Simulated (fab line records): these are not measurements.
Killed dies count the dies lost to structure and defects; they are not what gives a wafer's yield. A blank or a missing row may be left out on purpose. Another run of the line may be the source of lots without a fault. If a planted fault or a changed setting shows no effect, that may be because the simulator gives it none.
Chamber matching / flow n5-finfet / N5_BEOL_M9_ETCH_66 on rie-diel-06 has 4 sister chambers
The step etches SOC in N2/H2, target depth 80 nm, overetch 16 nm, time 120 s. 4 wafers are shown with their chamber, then 10 later ones without.

## EACH WAFER AND ITS CHAMBER
wafer=L084.2; chamber=2; showerhead-plenum-p-Torr (Torr)=2.70
wafer=L085.2; chamber=1; showerhead-plenum-p-Torr (Torr)=2.36
wafer=L087.1; chamber=3; showerhead-plenum-p-Torr (Torr)=2.48
wafer=L087.4; chamber=0; showerhead-plenum-p-Torr (Torr)=2.61

## WAFERS WHOSE CHAMBER IS MISSING
wafer=L087.5; showerhead-plenum-p-Torr (Torr)=2.48
wafer=L088.2; showerhead-plenum-p-Torr (Torr)=2.69
wafer=L088.5; showerhead-plenum-p-Torr (Torr)=2.69
wafer=L088.6; showerhead-plenum-p-Torr (Torr)=2.35
wafer=L095.1; showerhead-plenum-p-Torr (Torr)=2.48
wafer=L095.2; showerhead-plenum-p-Torr (Torr)=2.69
wafer=L095.4; showerhead-plenum-p-Torr (Torr)=2.35
wafer=L096.2; showerhead-plenum-p-Torr (Torr)=2.60
wafer=L096.3; showerhead-plenum-p-Torr (Torr)=2.35
wafer=L096.5; showerhead-plenum-p-Torr (Torr)=2.48

## WHICH CHAMBER EACH ONE RAN IN
wafer=L087.5; from the rows above=3; in truth=3
wafer=L088.2; from the rows above=2; in truth=2
wafer=L088.5; from the rows above=2; in truth=2
wafer=L088.6; from the rows above=1; in truth=1
wafer=L095.1; from the rows above=3; in truth=3
wafer=L095.2; from the rows above=2; in truth=2
wafer=L095.4; from the rows above=1; in truth=1
wafer=L096.2; from the rows above=0; in truth=0
wafer=L096.3; from the rows above=1; in truth=1
wafer=L096.5; from the rows above=3; in truth=3
10 of 10 placed correctly. From these rows, 0 cannot be placed. 0 placed wrongly.
How it was worked out, from the rows above alone: a wafer's distance from a chamber is the root of the sum, over the readings, of the square of ((its reading less the chamber's mean) divided by the reading's scatter). The wafer belongs to the nearest chamber; if the next one is less than 2 further off, it can't be placed. Each chamber's mean is taken over the wafers shown for it. The scatter (one wafer shown for each chamber): square how far every hidden wafer sits from the nearest shown wafer, average those squares and take the square root.
